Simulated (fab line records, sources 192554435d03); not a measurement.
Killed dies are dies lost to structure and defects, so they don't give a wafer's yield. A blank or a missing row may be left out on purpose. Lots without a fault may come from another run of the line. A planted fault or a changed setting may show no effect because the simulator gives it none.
Split-lot experiment | flow n5_finfet | 7 lots, 39 wafers read, on a route of 1938 steps

THE SPLIT
At N5_FIN_SAQP_HM_DEP_03 (deposits SiNx from SiH4/NH3/N2, target thk 38 nm, time 33.6 s), the setting time_s was moved away from the recipe's 33.6 s on 15 of the 39 wafers read, by -57.1% to +54.5%. The other wafers ran this setting at the recipe's value.

FROM THE SPLIT TO THE READING: what the file shows between them, 4 steps
- N5_FIN_SAQP_THK_MEAS_05
- N5_FIN_SAQP_PECVD_47: deposits a-Si from SiH4/He, target thk 45 nm, time 36.3 s
- N5_FIN_SAQP_PECVD_48: deposits SiNx from SiH4/NH3/N2, target thk 25 nm, time 22.1 s
- N5_FIN_SAQP_MANDREL2_REMOVE_60: chemistry HBr/Cl2/O2, target a-Si, stops on SiNx, bt time 10 s

THE READING
FIN_SAQP.cd_nm (the simulator's own value, which no gauge read), in nm, at N5_FIN_SAQP_HM_OPEN_33 (chemistry CH3F/O2, target SiNx, target depth 49.4 nm, time 70.6 s). The file gives no usual value for it. The 24 wafers here that ran the recipe average 8.1 nm, standard deviation 0.097 nm.

wafer  | tool, chamber at the split | time_s as run, s | against the recipe | FIN_SAQP.cd_nm, nm | against lot-mates on the recipe
L074.1 | pecvd-02, 2                | 14.43            | -57.1%             | 8.6                | +0.6
L074.2 | pecvd-02, 0                | 14.43            | -57.1%             | 8.4                | +0.4
L074.3 | pecvd-02, 1                | 33.6             | recipe             | 8                  | -
L074.4 | pecvd-02, 0                | 33.6             | recipe             | 8                  | -
L074.5 | pecvd-02, 1                | 14.43            | -57.1%             | 8.4                | +0.4
L074.6 | pecvd-02, 2                | 33.6             | recipe             | 8                  | -
L075.1 | pecvd-02, 0                | 33.6             | recipe             | 8                  | -
L075.2 | pecvd-02, 1                | 33.6             | recipe             | 8                  | -
L075.3 | pecvd-02, 0                | 41.73            | +24.2%             | 8                  | -0.1
L075.4 | pecvd-02, 1                | 41.73            | +24.2%             | 8                  | -0.1
L075.5 | pecvd-02, 1                | 41.73            | +24.2%             | 8                  | -0.1
L075.6 | pecvd-02, 0                | 33.6             | recipe             | 8.2                | -
L081.1 | pecvd-01, 2                | 33.6             | recipe             | 8.2                | -
L081.2 | pecvd-01, 0                | 33.6             | recipe             | 8.2                | -
L081.3 | pecvd-01, 1                | 20.03            | -40.4%             | 8.2                | +0.0
L081.4 | pecvd-01, 0                | 33.6             | recipe             | 8.2                | -
L081.5 | pecvd-01, 1                | 20.03            | -40.4%             | 8.6                | +0.4
L081.6 | pecvd-01, 2                | 20.03            | -40.4%             | 8.4                | +0.2
L086.1 | pecvd-01, 1                | 33.6             | recipe             | 8.2                | -
L086.4 | pecvd-01, 2                | 33.6             | recipe             | 8.2                | -
L086.5 | pecvd-01, 1                | 33.6             | recipe             | 8.2                | -
L087.1 | pecvd-03, 0                | 51.23            | +52.5%             | 8                  | -0.2
L087.2 | pecvd-03, 1                | 33.6             | recipe             | 8.2                | -
L087.3 | pecvd-03, 0                | 51.23            | +52.5%             | 7.8                | -0.4
L087.4 | pecvd-03, 1                | 33.6             | recipe             | 8.2                | -
L087.5 | pecvd-03, 0                | 33.6             | recipe             | 8.2                | -
L087.6 | pecvd-03, 1                | 51.23            | +52.5%             | 7.8                | -0.4
L088.1 | pecvd-03, 1                | 51.9             | +54.5%             | 7.8                | -0.4
L088.2 | pecvd-03, 0                | 33.6             | recipe             | 8.2                | -
L088.3 | pecvd-03, 1                | 51.9             | +54.5%             | 7.8                | -0.4
L088.4 | pecvd-03, 0                | 33.6             | recipe             | 8.2                | -
L088.5 | pecvd-03, 1                | 33.6             | recipe             | 8.2                | -
L088.6 | pecvd-03, 0                | 51.9             | +54.5%             | 7.8                | -0.4
L090.1 | pecvd-03, 2                | 33.6             | recipe             | 8.2                | -
L090.2 | pecvd-03, 1                | 33.6             | recipe             | 8.2                | -
L090.3 | pecvd-03, 0                | 33.6             | recipe             | 8                  | -
L090.4 | pecvd-03, 1                | 33.6             | recipe             | 8                  | -
L090.5 | pecvd-03, 0                | 33.6             | recipe             | 8                  | -
L090.6 | pecvd-03, 2                | 33.6             | recipe             | 8                  | -

THE FIT
A straight line over all 39 wafers: FIN_SAQP.cd_nm changes by -0.00582 nm for each +1% of time_s; r = -0.87; the points scatter about the line by 0.1 nm.
The same after taking each lot's own level away (the mean of its wafers on the recipe; 39 wafers): -0.00678 nm for each +1%; r = -0.92; scatter 0.087 nm.
On that fit, the largest move of time_s shifts the reading by 0.39 nm.
The lots' own levels span 8.00 to 8.20 nm, that is 2.1 times the standard deviation above.
So the lot-to-lot level changes the slope: the two fits differ.
Check: with one of the wafers moved furthest among these (-57.1%) left out of the fit, the line predicts +0.362 nm for it against its lot-mates. It came out at +0.6 nm against them.

THE WHOLE CHAIN: every reading that the file lists as answering this split, in the file's order
step                    | what it does                                                      | reading                                                                            | change (the file's fit)                 | r (the file's)
N5_FIN_SAQP_HM_DEP_03   | deposits SiNx from SiH4/NH3/N2, target thk 38 nm, time 33.6 s     | SiNx_of_FIN_SAQP_HM_DEP_03.thk_nm (the simulator's own value, which no gauge read) | +0.379 nm for each +1% of the setting   | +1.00
N5_FIN_SAQP_THK_MEAS_05 |                                                                   | thk_nm                                                                             | withheld for each +1% of the setting    | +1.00
N5_FIN_SAQP_HM_OPEN_33  | chemistry CH3F/O2, target SiNx, target depth 49.4 nm, time 70.6 s | etch_rf_on_time_s                                                                  | withheld for each +1% of the setting    | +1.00
N5_FIN_SAQP_HM_OPEN_33  | chemistry CH3F/O2, target SiNx, target depth 49.4 nm, time 70.6 s | etch.depth_nm (the simulator's own value, which no gauge read)                     | +0.379 nm for each +1% of the setting   | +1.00
N5_FIN_SAQP_HM_OPEN_33  | chemistry CH3F/O2, target SiNx, target depth 49.4 nm, time 70.6 s | FIN_SAQP.cd_nm (the simulator's own value, which no gauge read)                    | -0.00675 nm for each +1% of the setting | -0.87

THE FILE'S OWN FIT
FIN_SAQP.cd_nm changes by -0.00675 nm for each +1% of time_s, r = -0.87.
